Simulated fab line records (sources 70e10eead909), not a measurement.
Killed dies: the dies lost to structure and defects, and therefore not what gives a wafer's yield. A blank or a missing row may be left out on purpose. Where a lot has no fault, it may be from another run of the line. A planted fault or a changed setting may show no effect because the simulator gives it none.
Which tool is to blame? || flow nand-harc || 13 lots, 39 wafers sampled, at 5 steps of a route of 1302

WHAT THE GAUGES SHOWED, per wafer
NHARC_A_BONDPAD_THK_MEAS_30: measures by ellipsometry. Usual: thk-nm at 199.6 nm, with a standard deviation of 1.4.
{"lot": "L434", "measured": "day 22 23:35", "on": "film-metro-01", "thk-nm (nm)": "200.1 201.3 201.5", "flag": ""}
{"lot": "L438", "measured": "day 24 11:10", "on": "film-metro-02", "thk-nm (nm)": "199.3 198.8 202.8", "flag": ""}
{"lot": "L436", "measured": "day 24 12:04", "on": "film-metro-02", "thk-nm (nm)": "199.1 200.4 199.6", "flag": ""}
{"lot": "L439", "measured": "day 24 13:05", "on": "film-metro-01", "thk-nm (nm)": "201.7 199.2 199.3", "flag": ""}
{"lot": "L437", "measured": "day 24 20:52", "on": "film-metro-02", "thk-nm (nm)": "200.6 201.9 198.0", "flag": ""}
{"lot": "L441", "measured": "day 25 05:09", "on": "film-metro-01", "thk-nm (nm)": "197.7 199.7 199.7", "flag": ""}
{"lot": "L444", "measured": "day 26 14:34", "on": "film-metro-01", "thk-nm (nm)": "200.2 197.7 199.0", "flag": ""}
{"lot": "L442", "measured": "day 26 15:38", "on": "film-metro-01", "thk-nm (nm)": "198.7 200.1 198.9", "flag": ""}
{"lot": "L443", "measured": "day 26 16:52", "on": "film-metro-02", "thk-nm (nm)": "200.1 198.2 198.4", "flag": ""}
{"lot": "L445", "measured": "day 28 04:04", "on": "film-metro-01", "thk-nm (nm)": "199.4 200.0 198.2", "flag": ""}
{"lot": "L450", "measured": "day 29 12:01", "on": "film-metro-02", "thk-nm (nm)": "199.5 199.2 197.9", "flag": ""}
{"lot": "L453", "measured": "day 30 05:22", "on": "film-metro-02", "thk-nm (nm)": "201.2 200.2 201.9", "flag": ""}
{"lot": "L456", "measured": "day 31 23:37", "on": "film-metro-02", "thk-nm (nm)": "198.6 198.7 198.1", "flag": ""}

NHARC_END_SORT_01. Usual: defect-limited-yield 91.1 % (standard deviation 2.7); killed-at-array 55 (standard deviation 19); killed-at-other 0.6 (standard deviation 0.99); killed-at-periphery 4.2 (standard deviation 2.6); killed-dies 60 (standard deviation 18); killed-open 3.4 (standard deviation 1.7); killed-short 2.3 (standard deviation 1.5).
{"lot": "L439", "measured": "day 25 19:44", "on": "prober-01", "defect-limited-yield (%)": "88.9 92.2 90.0", "killed-at-array": "68 43 61", "killed-at-other": "1 4 1", "killed-at-periphery": "6 6 6", "killed-dies": "75 53 68", "killed-open": "2 2 2", "killed-short": "3 2 1", "flag": ""}
{"lot": "L441", "measured": "day 26 15:56", "on": "prober-02", "defect-limited-yield (%)": "87.9 87.7 89.4", "killed-at-array": "79 77 65", "killed-at-other": "0 0 0", "killed-at-periphery": "3 6 7", "killed-dies": "82 83 72", "killed-open": "3 2 4", "killed-short": "2 2 3", "flag": ""}
{"lot": "L444", "measured": "day 27 21:23", "on": "prober-02", "defect-limited-yield (%)": "89.5 90.7 90.7", "killed-at-array": "63 60 57", "killed-at-other": "0 0 0", "killed-at-periphery": "8 3 6", "killed-dies": "71 63 63", "killed-open": "1 3 3", "killed-short": "2 3 2", "flag": ""}
{"lot": "L442", "measured": "day 27 22:13", "on": "prober-01", "defect-limited-yield (%)": "93.2 92.5 93.1", "killed-at-array": "41 41 40", "killed-at-other": "2 2 0", "killed-at-periphery": "3 8 7", "killed-dies": "46 51 47", "killed-open": "2 3 2", "killed-short": "4 1 2", "flag": ""}
{"lot": "L443", "measured": "day 28 05:58", "on": "prober-01", "defect-limited-yield (%)": "91.4 90.7 89.8", "killed-at-array": "54 57 66", "killed-at-other": "2 0 0", "killed-at-periphery": "2 6 3", "killed-dies": "58 63 69", "killed-open": "3 3 2", "killed-short": "2 3 2", "flag": ""}
{"lot": "L453", "measured": "day 31 12:47", "on": "prober-01", "defect-limited-yield (%)": "93.8 93.6 95.3", "killed-at-array": "36 40 29", "killed-at-other": "0 0 0", "killed-at-periphery": "6 3 3", "killed-dies": "42 43 32", "killed-open": "5 3 5", "killed-short": "3 3 3", "flag": ""}

EACH LOT AND THE TOOL THAT RAN IT (in order: tool; ch and the chambers of the sampled wafers; start)
{"lot": "L434", "NHARC_A_M1_CMP_23": "cmp-02 ch 1,2, day 22 21:43", "NHARC_A_BONDPAD_ETCH_12": "rie-diel-03 ch 0,2, day 23 00:25", "NHARC_A_BONDPAD_ANNEAL_28": "rtp-anneal-02 ch 0, day 23 01:55"}
{"lot": "L438", "NHARC_A_M1_CMP_23": "cmp-02 ch 0,1,3, day 24 09:19", "NHARC_A_BONDPAD_ETCH_12": "rie-diel-05 ch 1,2,3, day 24 12:08", "NHARC_A_BONDPAD_ANNEAL_28": "rtp-anneal-02 ch 0, day 24 13:45"}
{"lot": "L436", "NHARC_A_M1_CMP_23": "cmp-03 ch 0,2,3, day 24 10:15", "NHARC_A_BONDPAD_ETCH_12": "rie-diel-05 ch 0,1,3, day 24 13:04", "NHARC_A_BONDPAD_ANNEAL_28": "rtp-anneal-02 ch 0, day 24 14:33"}
{"lot": "L439", "NHARC_A_M1_CMP_23": "cmp-02 ch 0,1,2, day 24 11:13", "NHARC_A_BONDPAD_ETCH_12": "rie-diel-03 ch 0,1, day 24 14:05", "NHARC_A_BONDPAD_ANNEAL_28": "rtp-anneal-01 ch 0, day 24 15:38"}
{"lot": "L437", "NHARC_A_M1_CMP_23": "cmp-03 ch 0,1,3, day 24 18:59", "NHARC_A_BONDPAD_ETCH_12": "rie-diel-03 ch 0,1, day 24 21:43", "NHARC_A_BONDPAD_ANNEAL_28": "rtp-anneal-01 ch 0, day 24 23:17"}
{"lot": "L441", "NHARC_A_M1_CMP_23": "cmp-04 ch 1,2,3, day 25 03:20", "NHARC_A_BONDPAD_ETCH_12": "rie-diel-03 ch 1,3, day 25 06:08", "NHARC_A_BONDPAD_ANNEAL_28": "rtp-anneal-01 ch 0, day 25 07:42"}
{"lot": "L444", "NHARC_A_M1_CMP_23": "cmp-04 ch 0,3, day 26 12:43", "NHARC_A_BONDPAD_ETCH_12": "rie-diel-03 ch 2,3, day 26 15:23", "NHARC_A_BONDPAD_ANNEAL_28": "rtp-anneal-02 ch 0, day 26 16:53"}
{"lot": "L442", "NHARC_A_M1_CMP_23": "cmp-03 ch 0,2,3, day 26 13:50", "NHARC_A_BONDPAD_ETCH_12": "rie-diel-03 ch 0,1, day 26 16:37", "NHARC_A_BONDPAD_ANNEAL_28": "rtp-anneal-02 ch 0, day 26 18:13"}
{"lot": "L443", "NHARC_A_M1_CMP_23": "cmp-03 ch 0,1,2, day 26 15:01", "NHARC_A_BONDPAD_ETCH_12": "rie-diel-03 ch 0,1,3, day 26 17:49", "NHARC_A_BONDPAD_ANNEAL_28": "rtp-anneal-02 ch 0, day 26 19:25"}
{"lot": "L445", "NHARC_A_M1_CMP_23": "cmp-03 ch 0,1,2, day 28 02:16", "NHARC_A_BONDPAD_ETCH_12": "rie-diel-03 ch 0,1,2, day 28 05:02", "NHARC_A_BONDPAD_ANNEAL_28": "rtp-anneal-02 ch 0, day 28 06:31"}
{"lot": "L450", "NHARC_A_M1_CMP_23": "cmp-04 ch 0,1, day 29 10:11", "NHARC_A_BONDPAD_ETCH_12": "rie-diel-03 ch 0,3, day 29 12:59", "NHARC_A_BONDPAD_ANNEAL_28": "rtp-anneal-02 ch 0, day 29 14:31"}
{"lot": "L453", "NHARC_A_M1_CMP_23": "cmp-02 ch 0,2,3, day 30 03:35", "NHARC_A_BONDPAD_ETCH_12": "rie-diel-03 ch 0,3, day 30 06:11", "NHARC_A_BONDPAD_ANNEAL_28": "rtp-anneal-02 ch 0, day 30 07:58"}
{"lot": "L456", "NHARC_A_M1_CMP_23": "cmp-02 ch 1,3, day 31 21:49", "NHARC_A_BONDPAD_ETCH_12": "rie-diel-05 ch 0,2, day 32 00:35", "NHARC_A_BONDPAD_ANNEAL_28": "rtp-anneal-01 ch 0, day 32 02:04"}
- NHARC_A_M1_CMP_23: polishes, t overpolish 20 s, target thk 154.34 nm.
- NHARC_A_BONDPAD_ETCH_12: etches the open film in CHF3/O2, target depth 220 nm, time 110 s.
- NHARC_A_BONDPAD_ANNEAL_28: time 90 s.

WHAT THE TOOLS THEMSELVES READ (means of the sampled wafers that have a number; where no wafer has one, the mark that the record gives instead)
NHARC_A_M1_CMP_23. Usual: motor-current-A 12.0 A, standard deviation 1.3; time-to-endpoint-s 27.7 s, standard deviation 2.7.
{"lot": "L434", "tool": "cmp-02", "motor-current-A (A)": 13.1, "time-to-endpoint-s (s)": 32.1, "flag": ""}
{"lot": "L438", "tool": "cmp-02", "motor-current-A (A)": 11.5, "time-to-endpoint-s (s)": 28.1, "flag": ""}
{"lot": "L436", "tool": "cmp-03", "motor-current-A (A)": 12.1, "time-to-endpoint-s (s)": 26.8, "flag": ""}
{"lot": "L439", "tool": "cmp-02", "motor-current-A (A)": 12.1, "time-to-endpoint-s (s)": 29.3, "flag": ""}
{"lot": "L437", "tool": "cmp-03", "motor-current-A (A)": 11.2, "time-to-endpoint-s (s)": 28.2, "flag": ""}
{"lot": "L441", "tool": "cmp-04", "motor-current-A (A)": 12.1, "time-to-endpoint-s (s)": 23.9, "flag": ""}
{"lot": "L444", "tool": "cmp-04", "motor-current-A (A)": 11.0, "time-to-endpoint-s (s)": 29.8, "flag": ""}
{"lot": "L442", "tool": "cmp-03", "motor-current-A (A)": 12.3, "time-to-endpoint-s (s)": 26.4, "flag": ""}
{"lot": "L443", "tool": "cmp-03", "motor-current-A (A)": 12.2, "time-to-endpoint-s (s)": 28.0, "flag": ""}
{"lot": "L445", "tool": "cmp-03", "motor-current-A (A)": 12.3, "time-to-endpoint-s (s)": 29.1, "flag": ""}
{"lot": "L450", "tool": "cmp-04", "motor-current-A (A)": 11.3, "time-to-endpoint-s (s)": 29.6, "flag": ""}
{"lot": "L453", "tool": "cmp-02", "motor-current-A (A)": 12.0, "time-to-endpoint-s (s)": 26.4, "flag": ""}
{"lot": "L456", "tool": "cmp-02", "motor-current-A (A)": 12.7, "time-to-endpoint-s (s)": 27.0, "flag": ""}

NHARC_A_BONDPAD_ETCH_12. Usual: drypump-motor-current-A 5.7 A, standard deviation 0.43; oes-product-au 0.946 a.u., standard deviation 0.024; rf-fwd-power-W 497.3 W, standard deviation 1.6; rf-vpp-V 370.4 V, standard deviation 2.3; showerhead-plenum-p-Torr 2.39 Torr, standard deviation 0.1; throttle-valve-pct 20.573 %, standard deviation 0.0086.
{"lot": "L434", "tool": "rie-diel-03", "drypump-motor-current-A (A)": 5.8, "oes-product-au (a.u.)": 0.968, "rf-fwd-power-W (W)": 495.6, "rf-vpp-V (V)": 371.3, "showerhead-plenum-p-Torr (Torr)": 2.44, "throttle-valve-pct (%)": 20.573, "flag": ""}
{"lot": "L438", "tool": "rie-diel-05", "drypump-motor-current-A (A)": 5.9, "oes-product-au (a.u.)": 0.935, "rf-fwd-power-W (W)": 496.2, "rf-vpp-V (V)": 367.6, "showerhead-plenum-p-Torr (Torr)": 2.25, "throttle-valve-pct (%)": 20.568, "flag": ""}
{"lot": "L436", "tool": "rie-diel-05", "drypump-motor-current-A (A)": 5.8, "oes-product-au (a.u.)": 0.924, "rf-fwd-power-W (W)": 497.0, "rf-vpp-V (V)": 369.5, "showerhead-plenum-p-Torr (Torr)": 2.36, "throttle-valve-pct (%)": 20.579, "flag": ""}
{"lot": "L439", "tool": "rie-diel-03", "drypump-motor-current-A (A)": 5.7, "oes-product-au (a.u.)": 0.921, "rf-fwd-power-W (W)": 498.9, "rf-vpp-V (V)": 369.8, "showerhead-plenum-p-Torr (Torr)": 2.36, "throttle-valve-pct (%)": 20.578, "flag": ""}
{"lot": "L437", "tool": "rie-diel-03", "drypump-motor-current-A (A)": 5.7, "oes-product-au (a.u.)": 0.918, "rf-fwd-power-W (W)": 498.1, "rf-vpp-V (V)": 369.6, "showerhead-plenum-p-Torr (Torr)": 2.36, "throttle-valve-pct (%)": 20.572, "flag": ""}
{"lot": "L441", "tool": "rie-diel-03", "drypump-motor-current-A (A)": 5.4, "oes-product-au (a.u.)": 0.931, "rf-fwd-power-W (W)": 496.0, "rf-vpp-V (V)": 371.0, "showerhead-plenum-p-Torr (Torr)": 2.43, "throttle-valve-pct (%)": 20.570, "flag": ""}
{"lot": "L444", "tool": "rie-diel-03", "drypump-motor-current-A (A)": 5.3, "oes-product-au (a.u.)": 0.923, "rf-fwd-power-W (W)": 497.6, "rf-vpp-V (V)": 372.3, "showerhead-plenum-p-Torr (Torr)": 2.44, "throttle-valve-pct (%)": 20.575, "flag": ""}
{"lot": "L442", "tool": "rie-diel-03", "drypump-motor-current-A (A)": 5.9, "oes-product-au (a.u.)": 0.938, "rf-fwd-power-W (W)": 497.3, "rf-vpp-V (V)": 370.1, "showerhead-plenum-p-Torr (Torr)": 2.41, "throttle-valve-pct (%)": 20.576, "flag": ""}
{"lot": "L443", "tool": "rie-diel-03", "drypump-motor-current-A (A)": 5.6, "oes-product-au (a.u.)": 0.967, "rf-fwd-power-W (W)": 496.0, "rf-vpp-V (V)": 371.1, "showerhead-plenum-p-Torr (Torr)": 2.39, "throttle-valve-pct (%)": 20.577, "flag": ""}
{"lot": "L445", "tool": "rie-diel-03", "drypump-motor-current-A (A)": 5.8, "oes-product-au (a.u.)": 0.980, "rf-fwd-power-W (W)": 497.5, "rf-vpp-V (V)": 371.2, "showerhead-plenum-p-Torr (Torr)": 2.43, "throttle-valve-pct (%)": 20.569, "flag": ""}
{"lot": "L450", "tool": "rie-diel-03", "drypump-motor-current-A (A)": 5.4, "oes-product-au (a.u.)": 1.201, "rf-fwd-power-W (W)": 695.8, "rf-vpp-V (V)": 369.4, "showerhead-plenum-p-Torr (Torr)": 2.34, "throttle-valve-pct (%)": 20.581, "flag": "OFF"}
{"lot": "L453", "tool": "rie-diel-03", "drypump-motor-current-A (A)": 5.4, "oes-product-au (a.u.)": 1.149, "rf-fwd-power-W (W)": 697.9, "rf-vpp-V (V)": 369.4, "showerhead-plenum-p-Torr (Torr)": 2.34, "throttle-valve-pct (%)": 20.579, "flag": "OFF"}
{"lot": "L456", "tool": "rie-diel-05", "drypump-motor-current-A (A)": 6.2, "oes-product-au (a.u.)": 0.916, "rf-fwd-power-W (W)": 499.9, "rf-vpp-V (V)": 372.2, "showerhead-plenum-p-Torr (Torr)": 2.55, "throttle-valve-pct (%)": 20.578, "flag": ""}

NHARC_A_BONDPAD_ANNEAL_28. Usual: wafer_temp_C_max at 226.1, with a standard deviation of 0.47.
{"lot": "L434", "tool": "rtp-anneal-02", "wafer_temp_C_max": 226.2, "flag": ""}
{"lot": "L438", "tool": "rtp-anneal-02", "wafer_temp_C_max": 226.2, "flag": ""}
{"lot": "L436", "tool": "rtp-anneal-02", "wafer_temp_C_max": 226.4, "flag": ""}
{"lot": "L439", "tool": "rtp-anneal-01", "wafer_temp_C_max": 225.7, "flag": ""}
{"lot": "L437", "tool": "rtp-anneal-01", "wafer_temp_C_max": 225.6, "flag": ""}
{"lot": "L441", "tool": "rtp-anneal-01", "wafer_temp_C_max": 225.4, "flag": ""}
{"lot": "L444", "tool": "rtp-anneal-02", "wafer_temp_C_max": 226.5, "flag": ""}
{"lot": "L442", "tool": "rtp-anneal-02", "wafer_temp_C_max": 226.5, "flag": ""}
{"lot": "L443", "tool": "rtp-anneal-02", "wafer_temp_C_max": 226.1, "flag": ""}
{"lot": "L445", "tool": "rtp-anneal-02", "wafer_temp_C_max": 226.6, "flag": ""}
{"lot": "L450", "tool": "rtp-anneal-02", "wafer_temp_C_max": 226.6, "flag": ""}
{"lot": "L453", "tool": "rtp-anneal-02", "wafer_temp_C_max": 226.3, "flag": ""}
{"lot": "L456", "tool": "rtp-anneal-01", "wafer_temp_C_max": 225.5, "flag": ""}

THE ANSWER, worked out from the rows above alone
Rule: a lot counts as off when the mean over its wafers that have a number is more than 3 standard deviations away from the usual mean. Also off: a lot with no number at a reading for which 4 or more lots have one. The other lots that the step has rows for count as sound. The gauges are gone through in route order, then the tools' own readings, and for those a lot's mean is taken as printed above. At the first step where some lot is off, the reading lying furthest off is the one used; lots without a number count as furthest.
Off: L450, L453, at NHARC_A_BONDPAD_ETCH_12 (rf-fwd-power-W).
If a tool, at that step or one of the process steps before it, ran each lot that is off and ran no sound lot following the first of them, it fits. One candidate fits, namely rie-diel-03 at NHARC_A_BONDPAD_ETCH_12. A fault onset in the window from L445 (day 28 05:02, its last sound lot) to L450 (day 29 12:59, its first lot off) fits.
The tool's own readings at NHARC_A_BONDPAD_ETCH_12 bear it out: on the lots that are off they differ by more than 5 times the standard deviation of the sound lots' means. oes-product-au reads 1.175 a.u. there against 0.938 a.u. on the sound lots; rf-fwd-power-W reads 696.8 W there against 497.3 W on the sound lots.

WHAT WAS PUT IN BY THE SIMULATOR
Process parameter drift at NHARC_A_BONDPAD_ETCH_12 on rie-diel-03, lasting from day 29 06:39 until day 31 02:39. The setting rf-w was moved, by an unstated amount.
Struck lots among those shown: L450, L453. This agrees with what the rule above found.
